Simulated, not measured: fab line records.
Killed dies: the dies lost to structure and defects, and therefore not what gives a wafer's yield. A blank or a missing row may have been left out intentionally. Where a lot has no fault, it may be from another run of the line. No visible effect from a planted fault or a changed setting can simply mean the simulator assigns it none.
fab line records	flow n5Finfet
record lots=24	wafers=72	lastDay=19
route steps=1938 shown BEOL_M7@1308 BEOL_M8@1371
lots that met no fault: from a run of the same line without faults
startH: the number of hours between the record's first day and the start of the first shown wafer of the lot	waitH: how many hours have passed since the lot's step before this one	" repeats the value in the row above	L1.1+2: one row covering several wafers at once	- no value, or no start was given	* or withheld: withheld	< > ~ a bound
route shown NAME@n: names a module that has steps shown in the file, with the first one's number in the route	usual: mean/standard deviation of fault-free wafers	same: alike in all rows	chamber/n: place in a boat	sites: each site's reading	_std_site: standard deviation across them	_edge_site: inner sites' mean taken away from outer sites' mean	radiusMm: for every site, how far away it sits from the centre of the wafer	mask NAME#n: copy n	behind: the most recent tool/chamber to have shaped the wafer	hold: the reason the lot was held/the length of the hold in hours/how it ended	device: whichever transistor did not switch (one of n, p or np)	end of line: tests run on the same wafers once the route is complete	where a step has no rows: the recipe by itself	killed: not the wafer's yield, but the dies lost to structure and defects at the first sort	map: the dies of a wafer, with x for killed, . for not killed, _ for no die there
set.NAME: the setting that was run; set.NAME@STEP: the one run at that earlier step	model.NAME: the simulator's own value behind a step, which no gauge read
one table for each step of the route and one row for each wafer, over a sample of lots
services: a tool's chamber out of use, with start hour (startH, from the record's first day; less than 0 if before it), hours out, and reason
## steps
# step N5_BEOL_M7_TRENCH_ETCH_37
# recipe chemistry=C4F6/O2	targetDepthA=934.78	target=SiCOH_lowk	timeS=31.2	ionEnergyEv=250	pressureMtorr=30	sourceW=345	biasW=185	Ar_flow_sccm=300	C4F6_flow_sccm=10	O2_flow_sccm=10
# usual C4F6_flow_sccm=10.00/0.032	drypumpMotorCurrentA=5.5/0.52	oesProductAu=0.79/0.074	rfVppV=666/12	showerheadPlenumPTorr=2.87/0.069	throttleValvePct=20.96/0.14
# same timeS=31.2
lot.wafer	tool	chamber	startH	waitH	C4F6_flow_sccm	drypumpMotorCurrentA	oesProductAu	rfHoursCounterH	rfVppV	showerheadPlenumPTorr	throttleValvePct
L074.1	rieDiel-04	1	-	-	9.99	6.1	0.75	169	666	2.96	20.88
L074.2	"	3	"	"	10.02	5.3	0.83	54	652	2.91	20.96
L074.3	"	0	"	"	9.99	5.1	0.80	95	658	2.87	20.91
L075.1	rieDiel-04	1	-	-	10.03	6.1	0.75	171	666	2.96	20.87
L075.2	"	0	"	"	10.02	5.1	0.80	97	658	2.87	20.91
L075.5	"	3	"	"	10.00	5.3	0.84	-	654	2.91	20.96
L077.1	rieDiel-06	3	-	-	9.99	6.2	0.93	11	661	2.81	20.81
L077.2	"	2	"	"	10.04	5.8	0.74	168	670	2.83	21.15
L077.5	"	0	"	"	9.97	4.9	0.69	-	655	2.82	20.75
L076.1	rieDiel-04	1	-	-	10.02	6.1	0.75	173	667	2.96	20.86
L076.2	"	0	"	"	9.97	5.1	0.80	99	659	2.87	20.92
L076.5	"	1	"	"	10.02	6.1	0.75	-	666	2.96	20.87
L078.1	rieDiel-02	0	-	-	9.96	5.3	0.68	215	661	2.80	21.08
L078.3	"	1	"	"	10.05	5.7	0.77	152	658	2.83	20.76
L078.6	"	2	"	"	9.95	6.4	0.92	-	671	2.93	20.98
L079.2	rieDiel-02	2	-	-	10.01	6.4	0.93	18	670	2.93	20.99
L079.3	"	1	"	"	10.04	5.7	0.78	153	659	2.82	20.76
L079.6	"	3	"	"	9.98	5.0	0.74	-	672	2.97	20.85
L080.1	rieDiel-02	2	-	-	9.94	6.4	0.93	21	670	2.93	20.98
L080.2	"	0	"	"	10.07	5.3	0.69	218	661	2.80	21.08
L080.6	"	3	"	"	10.03	4.9	0.74	-	672	2.96	20.85
L082.1	rieDiel-02	1	-	-	10.01	5.7	0.77	157	659	2.82	20.76
L082.2	"	3	"	"	9.94	4.9	0.73	184	670	2.96	20.87
L082.5	"	1	"	"	10.04	5.7	0.77	-	659	2.82	20.76
L081.2	rieDiel-04	3	-	-	9.98	5.3	0.83	69	651	2.90	20.95
L081.5	"	3	"	"	9.97	5.3	0.82	-	654	2.90	20.96
L081.6	"	2	"	"	9.96	5.0	0.84	-	692	2.77	21.10
L083.1	rieDiel-02	0	-	-	9.99	5.3	0.69	222	660	2.80	21.10
L083.4	"	2	"	"	10.03	6.4	0.91	26	671	2.93	20.99
L083.6	"	3	"	"	10.02	5.0	0.73	-	672	2.96	20.86
L085.2	rieDiel-06	0	-	-	10.05	4.9	0.68	249	656	2.82	20.77
L085.4	"	2	"	"	10.02	5.8	0.73	180	671	2.82	21.17
L085.5	"	1	"	"	9.97	5.5	0.73	-	662	2.94	21.18
L084.4	rieDiel-04	3	-	-	10.00	5.3	0.82	71	653	2.90	20.98
L084.5	"	0	"	"	9.96	5.1	0.79	-	656	2.86	20.93
L084.6	"	3	"	"	9.98	5.3	0.82	-	650	2.90	20.97
L086.1	rieDiel-04	2	-	-	9.99	5.0	0.83	102	690	2.76	21.13
L086.2	"	0	"	"	9.98	5.1	0.77	121	657	2.86	20.95
L086.6	"	1	"	"	9.98	6.1	0.72	-	666	2.95	20.90
L089.1	rieDiel-02	3	-	-	9.99	5.0	0.72	198	670	2.96	20.88
L089.5	"	0	"	"	10.00	5.3	0.67	-	660	2.80	21.09
L089.6	"	1	"	"	9.95	5.7	0.76	-	657	2.82	20.78
L087.4	rieDiel-04	0	-	-	10.01	5.1	0.77	122	658	2.86	20.93
L087.5	"	1	"	"	10.04	6.2	0.73	-	667	2.95	20.90
L087.6	"	2	"	"	10.03	5.0	0.82	-	692	2.76	21.12
L088.1	rieDiel-06	2	-	-	9.95	5.8	0.72	196	672	2.82	21.20
L088.3	"	0	"	"	9.96	4.9	0.92	9	655	2.81	20.44
L088.5	"	1	"	"	9.99	5.5	0.73	-	660	2.94	21.18
L091.2	rieDiel-02	0	-	-	10.04	5.3	0.67	237	660	2.79	21.12
L091.3	"	1	"	"	9.97	5.7	0.75	175	658	2.82	20.80
L091.4	"	2	"	"	10.03	6.4	0.88	42	669	2.92	21.02
L090.1	rieDiel-06	2	-	-	10.01	5.8	0.72	202	671	2.81	21.20
L090.2	"	3	"	"	9.99	6.3	0.87	44	661	2.79	20.86
L090.5	"	3	"	"	9.96	6.3	0.87	-	661	2.79	20.86
L092.1	rieDiel-04	2	-	-	10.07	5.0	0.80	116	692	2.76	21.14
L092.2	"	3	"	"	10.00	5.3	0.77	94	651	2.89	21.00
L092.6	"	3	"	"	10.00	5.3	0.78	-	652	2.89	20.99
L093.3	rieDiel-02	0	-	-	10.05	5.3	0.67	249	660	2.79	21.12
L093.5	"	3	"	"	10.02	5.0	0.71	-	671	2.95	20.91
L093.6	"	2	"	"	10.00	6.4	0.86	-	671	2.92	21.05
L096.2	rieDiel-04	3	-	-	10.01	5.3	0.79	99	651	2.89	21.02
L096.5	"	2	"	"	10.01	5.0	0.81	-	692	2.76	21.15
L096.6	"	3	"	"	10.01	5.3	0.78	-	652	2.89	21.01
L094.1	rieDiel-04	1	-	-	9.98	6.1	0.71	215	667	2.94	20.93
L094.4	"	1	"	"	9.96	6.1	0.72	-	666	2.94	20.92
L094.5	"	0	"	"	9.98	5.1	0.75	-	656	2.85	20.96
L097.1	rieDiel-02	2	-	-	10.05	6.3	0.86	60	669	2.91	21.06
L097.3	"	0	"	"	10.00	5.3	0.98	0	661	2.79	20.74
L097.6	"	3	"	"	9.99	5.0	0.71	-	670	2.95	20.90
L095.2	rieDiel-04	3	-	-	9.98	5.3	0.77	108	651	2.88	21.01
L095.3	"	1	"	"	10.01	6.1	0.71	224	666	2.93	20.95
L095.6	"	1	"	"	10.05	6.1	0.70	-	664	2.93	20.95
# step N5_BEOL_M7_OCD_MEAS_38
# usual trenchDepthNm=93.3/1.8
lot.wafer	tool	chamber	startH	waitH	trenchDepthNm
L074.1	ocd-02	-	194.20	-	92.1
L074.2	"	-	"	"	93.1
L074.3	"	-	"	"	96.2
L075.1	ocd-02	-	198.50	-	91.6
L075.2	"	-	"	"	96.2
L075.5	"	-	"	"	94.7
L077.1	ocd-02	-	204.23	-	96.8
L077.2	"	-	"	"	93.2
L077.5	"	-	"	"	92.9
L076.1	ocd-02	-	204.48	-	93.2
L076.2	"	-	"	"	97.0
L076.5	"	-	"	"	92.9
L078.1	ocd-02	-	215.09	-	89.7
L078.3	"	-	"	"	91.6
L078.6	"	-	"	"	92.8
L079.2	ocd-02	-	220.93	-	95.4
L079.3	"	-	"	"	93.6
L079.6	"	-	"	"	91.3
L080.1	ocd-01	-	227.68	-	96.2
L080.2	"	-	"	"	90.4
L080.6	"	-	"	"	91.4
L082.1	ocd-02	-	234.94	-	93.6
L082.2	"	-	"	"	90.6
L082.5	"	-	"	"	93.0
L081.2	ocd-02	-	235.17	-	93.9
L081.5	"	-	"	"	94.4
L081.6	"	-	"	"	95.2
L083.1	ocd-01	-	242.36	-	90.4
L083.4	"	-	"	"	94.7
L083.6	"	-	"	"	91.3
L085.2	ocd-02	-	242.75	-	91.6
L085.4	"	-	"	"	92.6
L085.5	"	-	"	"	93.5
L084.4	ocd-01	-	244.53	-	95.2
L084.5	"	-	"	"	96.2
L084.6	"	-	"	"	95.1
L086.1	ocd-02	-	274.29	-	94.7
L086.2	"	-	"	"	95.4
L086.6	"	-	"	"	92.3
L089.1	ocd-02	-	279.37	-	91.8
L089.5	"	-	"	"	89.8
L089.6	"	-	"	"	93.3
L087.4	ocd-01	-	279.41	-	93.6
L087.5	"	-	"	"	92.5
L087.6	"	-	"	"	94.4
L088.1	ocd-01	-	291.08	-	91.7
L088.3	"	-	"	"	93.9
L088.5	"	-	"	"	94.4
L091.2	ocd-01	-	295.00	-	89.0
L091.3	"	-	"	"	92.3
L091.4	"	-	"	"	93.9
L090.1	ocd-01	-	312.26	-	92.5
L090.2	"	-	"	"	96.2
L090.5	"	-	"	"	96.2
L092.1	ocd-01	-	324.27	-	93.5
L092.2	"	-	"	"	91.8
L092.6	"	-	"	"	92.4
L093.3	ocd-01	-	341.24	-	90.2
L093.5	"	-	"	"	90.3
L093.6	"	-	"	"	93.4
L096.2	ocd-02	-	342.05	-	94.3
L096.5	"	-	"	"	95.6
L096.6	"	-	"	"	93.0
L094.1	ocd-01	-	344.66	-	91.5
L094.4	"	-	"	"	92.7
L094.5	"	-	"	"	95.1
L097.1	ocd-02	-	363.30	-	94.6
L097.3	"	-	"	"	91.7
L097.6	"	-	"	"	90.2
L095.2	ocd-02	-	379.54	-	92.1
L095.3	"	-	"	"	91.9
L095.6	"	-	"	"	92.1
# step N5_BEOL_M7_SPUTTER_48
# recipe material=Cu	targetThkA=100	tempC=-20	biasV=60	powerW=26000	chamberPressurePa=0.13	timeS=1.667
# usual chuckSensorTempC=-15.94/0.29	throttleValvePct=30.9/1.1
# same timeS=1.667
lot.wafer	tool	chamber	startH	waitH	chuckSensorTempC	throttleValvePct
L074.1	pvdSputter-02	-	196.11	0.3	-15.67	30.1
L074.2	"	-	"	"	-15.84	30.2
L074.3	"	-	"	"	-15.92	31.5
L075.1	pvdSputter-02	-	201.08	0.1	-16.00	31.5
L075.2	"	-	"	"	-15.68	30.1
L075.5	"	-	"	"	-15.74	30.1
L077.1	pvdSputter-03	-	205.61	0.2	-15.44	28.4
L077.2	"	-	"	"	-15.89	30.3
L077.5	"	-	"	"	-15.53	29.3
L076.1	pvdSputter-03	-	206.01	0.2	-15.54	29.7
L076.2	"	-	"	"	-16.07	27.5
L076.5	"	-	"	"	-15.58	29.3
L078.1	pvdSputter-01	-	216.73	0.1	-15.95	31.1
L078.3	"	-	"	"	-15.72	32.6
L078.6	"	-	"	"	-16.09	31.2
L079.2	pvdSputter-01	-	222.17	0.1	-15.87	31.0
L079.3	"	-	"	"	-15.62	32.6
L079.6	"	-	"	"	-15.65	32.4
L080.1	pvdSputter-03	-	231.18	0.1	-16.08	27.6
L080.2	"	-	"	"	-15.49	29.3
L080.6	"	-	"	"	-15.59	29.2
L082.1	pvdSputter-01	-	236.14	0.1	-15.67	32.6
L082.2	"	-	"	"	-16.16	31.2
L082.5	"	-	"	"	-15.80	31.1
L081.2	pvdSputter-02	-	236.63	0.2	-16.21	30.6
L081.5	"	-	"	"	-15.84	30.0
L081.6	"	-	"	"	-15.47	30.0
L083.1	pvdSputter-02	-	243.53	0.1	-15.62	29.9
L083.4	"	-	"	"	-16.35	30.7
L083.6	"	-	"	"	-15.85	29.8
L085.2	pvdSputter-01	-	244.05	0.1	-16.15	31.1
L085.4	"	-	"	"	-15.97	31.1
L085.5	"	-	"	"	-16.02	30.9
L084.4	pvdSputter-01	-	245.80	0.0	-15.59	32.5
L084.5	"	-	"	"	-15.69	32.5
L084.6	"	-	"	"	-16.01	30.8
L086.1	pvdSputter-01	-	278.26	0.1	-15.96	31.0
L086.2	"	-	"	"	-16.17	31.3
L086.6	"	-	"	"	-15.67	32.4
L089.1	pvdSputter-01	-	281.34	0.4	-15.98	31.0
L089.5	"	-	"	"	-15.93	30.9
L089.6	"	-	"	"	-15.59	32.2
L087.4	pvdSputter-01	-	281.42	0.2	-16.12	31.4
L087.5	"	-	"	"	-16.10	31.2
L087.6	"	-	"	"	-16.19	31.6
L088.1	pvdSputter-01	-	294.08	0.1	-15.86	31.0
L088.3	"	-	"	"	-15.52	32.6
L088.5	"	-	"	"	-15.54	32.7
L091.2	pvdSputter-01	-	296.12	0.1	-16.23	31.5
L091.3	"	-	"	"	-15.68	32.5
L091.4	"	-	"	"	-15.99	30.9
L090.1	pvdSputter-01	-	313.70	0.2	-16.14	30.8
L090.2	"	-	"	"	-15.79	31.0
L090.5	"	-	"	"	-16.19	31.0
L092.1	pvdSputter-01	-	325.35	0.1	-16.33	31.2
L092.2	"	-	"	"	-15.96	31.1
L092.6	"	-	"	"	-15.89	30.8
L093.3	pvdSputter-02	-	343.86	0.7	-15.86	29.8
L093.5	"	-	"	"	-16.17	30.7
L093.6	"	-	"	"	-16.35	31.6
L096.2	pvdSputter-01	-	345.19	0.1	-15.76	31.3
L096.5	"	-	"	"	-16.11	31.0
L096.6	"	-	"	"	-15.60	32.6
L094.1	pvdSputter-01	-	346.22	0.1	-16.20	31.1
L094.4	"	-	"	"	-16.33	31.3
L094.5	"	-	"	"	-15.71	32.5
L097.1	pvdSputter-02	-	366.29	0.1	-16.34	30.5
L097.3	"	-	"	"	-16.22	31.6
L097.6	"	-	"	"	-15.89	29.7
L095.2	pvdSputter-01	-	381.18	0.1	-16.29	31.5
L095.3	"	-	"	"	-15.89	31.1
L095.6	"	-	"	"	-15.99	31.1
# step N5_BEOL_M7_ANNEAL_51
# recipe tempC=225	timeS=90	ambient=N2
# usual annealTempCMax=226.12/0.3	wafer_temp_C_max=225.72/0.18
# same timeS=90
lot.wafer	tool	chamber	startH	waitH	annealTempCMax	wafer_temp_C_max
L074.1	rtpAnneal-02	0	196.49	0.2	226.14	225.82
L074.2	"	0	"	"	225.80	225.71
L074.3	"	0	"	"	226.11	225.49
L075.1	rtpAnneal-02	0	201.29	0.1	226.11	225.32
L075.2	"	0	"	"	226.42	225.61
L075.5	"	0	"	"	225.80	225.58
L077.1	rtpAnneal-01	0	206.04	0.3	226.38	225.81
L077.2	"	0	"	"	225.99	225.60
L077.5	"	0	"	"	225.73	225.64
L076.1	rtpAnneal-01	0	206.31	0.2	226.22	225.71
L076.2	"	0	"	"	226.71	225.72
L076.5	"	0	"	"	226.33	225.89
L078.1	rtpAnneal-02	0	217.01	0.1	225.60	225.73
L078.3	"	0	"	"	225.88	225.68
L078.6	"	0	"	"	225.80	225.67
L079.2	rtpAnneal-02	0	222.42	0.1	225.91	225.93
L079.3	"	0	"	"	226.05	225.52
L079.6	"	0	"	"	226.13	225.64
L080.1	rtpAnneal-02	0	231.48	0.2	226.08	225.86
L080.2	"	0	"	"	226.30	225.83
L080.6	"	0	"	"	226.44	225.84
L082.1	rtpAnneal-01	0	236.35	0.1	226.16	226.14
L082.2	"	0	"	"	225.93	225.81
L082.5	"	0	"	"	226.24	225.82
L081.2	rtpAnneal-01	0	237.30	0.5	225.89	225.70
L081.5	"	0	"	"	226.11	225.36
L081.6	"	0	"	"	226.72	225.73
L083.1	rtpAnneal-02	0	244.06	0.4	225.96	225.66
L083.4	"	0	"	"	226.35	225.93
L083.6	"	0	"	"	225.78	225.69
L085.2	rtpAnneal-01	0	245.20	1.0	226.85	225.59
L085.4	"	0	"	"	226.50	225.67
L085.5	"	0	"	"	225.88	225.71
L084.4	rtpAnneal-01	0	246.14	0.2	226.55	225.61
L084.5	"	0	"	"	226.26	225.63
L084.6	"	0	"	"	225.84	225.82
L086.1	rtpAnneal-02	0	278.47	0.1	226.14	225.70
L086.2	"	0	"	"	225.81	225.58
L086.6	"	0	"	"	226.34	225.38
L089.1	rtpAnneal-02	0	281.98	0.5	226.28	225.76
L089.5	"	0	"	"	226.35	225.50
L089.6	"	0	"	"	226.09	225.95
L087.4	rtpAnneal-02	0	282.38	0.8	226.19	225.97
L087.5	"	0	"	"	226.20	226.07
L087.6	"	0	"	"	225.88	226.05
L088.1	rtpAnneal-02	0	294.30	0.1	225.89	225.49
L088.3	"	0	"	"	226.28	225.32
L088.5	"	0	"	"	226.09	225.53
L091.2	rtpAnneal-02	0	296.37	0.1	226.29	225.96
L091.3	"	0	"	"	225.54	225.97
L091.4	"	0	"	"	225.60	225.79
L090.1	rtpAnneal-02	0	313.91	0.1	225.96	225.66
L090.2	"	0	"	"	226.03	225.79
L090.5	"	0	"	"	226.46	226.16
L092.1	rtpAnneal-02	0	325.58	0.1	226.05	225.51
L092.2	"	0	"	"	225.97	225.75
L092.6	"	0	"	"	226.04	225.25
L093.3	rtpAnneal-01	0	344.16	0.1	225.95	225.68
L093.5	"	0	"	"	226.16	225.95
L093.6	"	0	"	"	226.27	225.51
L096.2	rtpAnneal-02	0	345.45	0.1	226.03	225.69
L096.5	"	0	"	"	226.33	225.75
L096.6	"	0	"	"	226.51	225.56
L094.1	rtpAnneal-01	0	346.44	0.1	226.33	225.87
L094.4	"	0	"	"	225.82	225.79
L094.5	"	0	"	"	226.36	225.98
L097.1	rtpAnneal-02	0	366.50	0.1	226.08	225.71
L097.3	"	0	"	"	226.01	225.73
L097.6	"	0	"	"	225.78	225.53
L095.2	rtpAnneal-01	0	383.88	2.6	225.96	225.68
L095.3	"	0	"	"	225.98	225.76
L095.6	"	0	"	"	226.23	225.96
# step N5_BEOL_M8_ETCH_66
# recipe chemistry=N2/H2	target=SOC	targetDepthA=800	overetchA=160	maskMaterial=SiARC	tempC=40	timeS=120	ionEnergyEv=200	pressureMtorr=30	sourceW=840	biasW=150	n2FlowSccm=200	h2FlowSccm=200
# usual drypumpMotorCurrentA=5.8/0.42	oesProductAu=0.61/0.081	rfVppV=524/3	showerheadPlenumPTorr=2.55/0.11	throttleValvePct=17.75/0.27
# same timeS=120
lot.wafer	tool	chamber	startH	waitH	drypumpMotorCurrentA	oesProductAu	rfHoursCounterH	rfVppV	showerheadPlenumPTorr	throttleValvePct
L074.1	rieDiel-05	0	200.40	0.0	6.1	0.53	243	520	2.40	17.77
L074.2	"	3	"	"	6.1	0.55	209	520	2.41	17.75
L074.3	"	2	"	"	6.2	0.56	180	525	2.64	17.99
L075.1	rieDiel-05	3	207.36	0.0	6.1	0.56	211	521	2.41	17.76
L075.2	"	0	"	"	6.1	0.52	245	519	2.39	17.78
L075.5	"	0	"	"	6.1	0.53	-	520	2.40	17.79
L076.1	rieDiel-03	3	212.52	0.0	5.1	0.54	200	519	2.41	17.99
L076.2	"	1	"	"	6.1	0.76	2	522	2.50	17.26
L076.5	"	0	"	"	6.2	0.53	-	525	2.62	18.05
L077.1	rieDiel-03	3	212.92	0.0	5.1	0.54	200	519	2.41	17.98
L077.2	"	0	"	"	6.2	0.53	218	526	2.62	18.03
L077.5	"	3	"	"	5.1	0.55	-	519	2.41	17.99
L078.1	rieDiel-05	2	224.67	0.0	6.1	0.56	190	527	2.63	17.99
L078.3	"	3	"	"	6.1	0.55	218	520	2.40	17.78
L078.6	"	3	"	"	6.1	0.55	-	519	2.40	17.78
L079.2	rieDiel-05	2	226.85	0.0	6.1	0.56	191	527	2.63	18.01
L079.3	"	3	"	"	6.1	0.54	219	519	2.40	17.78
L079.6	"	1	"	"	5.5	0.52	-	524	2.48	17.93
L080.1	rieDiel-01	3	237.16	0.0	5.7	0.69	31	530	2.71	18.09
L080.2	"	2	"	"	5.5	0.65	64	526	2.58	17.69
L080.6	"	1	"	"	6.1	0.65	-	525	2.58	17.61
L082.1	rieDiel-05	2	240.32	0.0	6.2	0.56	198	528	2.63	18.01
L082.2	"	0	"	"	6.1	0.73	2	529	2.71	17.35
L082.5	"	2	"	"	6.2	0.56	-	527	2.63	18.02
L081.2	rieDiel-03	0	242.14	0.0	6.2	0.52	230	526	2.61	18.06
L081.5	"	2	"	"	5.2	0.73	-	524	2.48	17.56
L081.6	"	3	"	"	5.1	0.54	-	518	2.40	18.02
L083.1	rieDiel-01	3	249.76	0.0	5.7	0.67	35	529	2.71	18.09
L083.4	"	0	"	"	5.2	0.59	125	527	2.66	17.76
L083.6	"	2	"	"	5.5	0.65	-	526	2.58	17.67
L085.2	rieDiel-03	1	255.39	0.0	6.1	0.71	20	522	2.50	17.28
L085.4	"	3	"	"	5.2	0.54	217	519	2.40	18.02
L085.5	"	2	"	"	5.2	0.72	-	521	2.48	17.56
L084.4	rieDiel-03	3	255.79	0.0	5.1	0.54	217	520	2.40	18.02
L084.5	"	3	"	"	5.1	0.54	-	520	2.40	18.01
L084.6	"	0	"	"	6.2	0.51	-	526	2.61	18.06
L086.1	rieDiel-05	0	281.85	0.0	6.1	0.69	19	528	2.70	17.41
L086.2	"	1	"	"	5.5	0.70	4	524	2.48	17.45
L086.6	"	3	"	"	6.2	0.53	-	519	2.39	17.83
L087.4	rieDiel-03	0	287.82	0.0	6.2	0.52	245	526	2.61	18.08
L087.5	"	3	"	"	5.1	0.53	-	520	2.39	18.05
L087.6	"	0	"	"	6.2	0.52	-	524	2.61	18.09
L089.1	rieDiel-03	0	292.69	0.0	6.2	0.51	247	526	2.61	18.08
L089.5	"	3	"	"	5.1	0.52	-	520	2.39	18.06
L089.6	"	2	"	"	5.2	0.68	-	523	2.47	17.59
L088.1	rieDiel-03	0	297.55	0.0	6.2	0.51	249	527	2.61	18.10
L088.3	"	2	"	"	5.2	0.69	29	521	2.47	17.61
L088.5	"	0	"	"	6.2	0.51	-	526	2.61	18.08
L091.2	rieDiel-05	1	301.59	0.0	5.5	0.69	12	523	2.47	17.46
L091.3	"	0	"	"	6.1	0.68	26	528	2.70	17.42
L091.4	"	2	"	"	6.1	0.54	-	525	2.62	18.07
L090.1	rieDiel-05	1	317.78	0.0	5.5	0.67	18	523	2.47	17.48
L090.2	"	0	"	"	6.1	0.66	35	527	2.70	17.43
L090.5	"	1	"	"	5.5	0.69	-	523	2.47	17.47
L092.1	rieDiel-05	2	332.66	0.0	6.1	0.54	236	526	2.61	18.09
L092.2	"	3	"	"	6.1	0.75	2	530	2.71	17.41
L092.6	"	1	"	"	5.5	0.67	-	523	2.47	17.48
L093.3	rieDiel-03	1	348.74	0.0	6.1	0.68	48	522	2.48	17.35
L093.5	"	3	"	"	5.1	0.77	-	527	2.70	17.57
L093.6	"	2	"	"	5.2	0.67	-	523	2.46	17.62
L096.2	rieDiel-05	0	351.06	0.0	6.1	0.65	46	528	2.69	17.43
L096.5	"	0	"	"	6.1	0.65	-	529	2.69	17.46
L096.6	"	1	"	"	5.5	0.66	-	523	2.47	17.48
L094.1	rieDiel-03	2	351.24	0.0	5.2	0.67	42	524	2.46	17.61
L094.4	"	0	"	"	6.1	0.72	5	524	2.60	17.62
L094.5	"	3	"	"	5.1	0.75	-	528	2.70	17.57
L097.1	rieDiel-01	3	378.96	0.0	5.7	0.63	74	527	2.69	18.18
L097.3	"	2	"	"	5.6	0.62	106	524	2.57	17.76
L097.6	"	3	"	"	5.7	0.63	-	529	2.69	18.16
L095.2	rieDiel-05	1	391.71	0.0	5.5	0.65	39	522	2.46	17.51
L095.3	"	0	"	"	6.1	0.63	57	527	2.69	17.48
L095.6	"	3	"	"	6.1	0.71	-	528	2.70	17.45
# step N5_BEOL_M8_DEGAS_44
# recipe ambient=vacuum	tempC=250	timeS=60
# usual heaterPowerW=336/30
# same timeS=60
lot.wafer	tool	chamber	startH	waitH	heaterPowerW
L074.1	pvdSputter-02	-	201.34	0.3	315
L074.2	"	-	"	"	321
L074.3	"	-	"	"	315
L075.1	pvdSputter-03	-	209.33	1.4	373
L075.2	"	-	"	"	355
L075.5	"	-	"	"	361
L076.1	pvdSputter-03	-	213.49	0.4	317
L076.2	"	-	"	"	390
L076.5	"	-	"	"	348
L077.1	pvdSputter-03	-	213.85	0.3	400
L077.2	"	-	"	"	343
L077.5	"	-	"	"	389
L078.1	pvdSputter-03	-	226.08	0.8	375
L078.3	"	-	"	"	398
L078.6	"	-	"	"	373
L079.2	pvdSputter-01	-	227.83	0.2	309
L079.3	"	-	"	"	333
L079.6	"	-	"	"	314
L080.1	pvdSputter-03	-	238.32	0.6	405
L080.2	"	-	"	"	351
L080.6	"	-	"	"	306
L082.1	pvdSputter-01	-	242.45	1.5	330
L082.2	"	-	"	"	317
L082.5	"	-	"	"	303
L081.2	pvdSputter-01	-	243.17	0.4	316
L081.5	"	-	"	"	331
L081.6	"	-	"	"	324
L083.1	pvdSputter-02	-	250.69	0.3	325
L083.4	"	-	"	"	360
L083.6	"	-	"	"	317
L085.2	pvdSputter-02	-	256.42	0.3	316
L085.4	"	-	"	"	358
L085.5	"	-	"	"	311
L084.4	pvdSputter-02	-	256.86	0.3	329
L084.5	"	-	"	"	320
L084.6	"	-	"	"	313
L086.1	pvdSputter-03	-	284.43	2.0	308
L086.2	"	-	"	"	390
L086.6	"	-	"	"	345
L087.4	pvdSputter-03	-	288.80	0.2	347
L087.5	"	-	"	"	310
L087.6	"	-	"	"	350
L089.1	pvdSputter-03	-	294.25	1.0	297
L089.5	"	-	"	"	379
L089.6	"	-	"	"	309
L088.1	pvdSputter-01	-	298.50	0.4	329
L088.3	"	-	"	"	315
L088.5	"	-	"	"	323
L091.2	pvdSputter-03	-	302.45	0.2	310
L091.3	"	-	"	"	385
L091.4	"	-	"	"	347
L090.1	pvdSputter-03	-	319.08	0.7	378
L090.2	"	-	"	"	347
L090.5	"	-	"	"	345
L092.1	pvdSputter-01	-	333.58	0.3	321
L092.2	"	-	"	"	311
L092.6	"	-	"	"	319
L093.3	pvdSputter-01	-	349.87	0.4	333
L093.5	"	-	"	"	325
L093.6	"	-	"	"	312
L096.2	pvdSputter-02	-	355.65	3.9	304
L096.5	"	-	"	"	314
L096.6	"	-	"	"	318
L094.1	pvdSputter-01	-	355.71	3.9	317
L094.4	"	-	"	"	309
L094.5	"	-	"	"	343
L097.1	pvdSputter-01	-	380.38	0.8	314
L097.3	"	-	"	"	321
L097.6	"	-	"	"	336
L095.2	pvdSputter-03	-	392.61	0.3	310
L095.3	"	-	"	"	376
L095.6	"	-	"	"	379
## services
tool	chamber	startH	hours	kind
rieDiel-05	0	175.21	1.2	repair
rieDiel-06	-	177.84	0.6	repair
rtpAnneal-01	-	180.85	2.4	pm
rieDiel-04	0	185.19	4.0	repair
rieDiel-01	-	216.73	1.2	repair
rieDiel-05	0	218.65	-	clean
rieDiel-05	0	218.65	-	consumableReplace:focusRing
rieDiel-05	0	218.65	-	consumableReplace:showerhead
rieDiel-06	3	235.37	2.3	repair
rieDiel-05	1	237.91	6.5	repair
rieDiel-03	0	258.93	7.9	repair
rieDiel-03	1	266.71	8.6	repair
pvdSputter-02	-	269.38	29.2	repair
rieDiel-03	1	289.50	8.2	repair
rieDiel-06	1	295.74	3.9	repair
rieDiel-06	1	303.97	8.4	repair
rieDiel-05	1	308.63	4.9	repair
rieDiel-03	2	309.62	9.7	repair
rieDiel-05	1	329.31	1.2	repair
rieDiel-06	0	337.93	3.2	repair
rieDiel-04	3	342.35	3.4	repair
rieDiel-02	3	347.28	2.8	repair
pvdSputter-03	-	355.87	6.6	repair
rieDiel-04	0	359.94	1.7	repair
## key
fault none
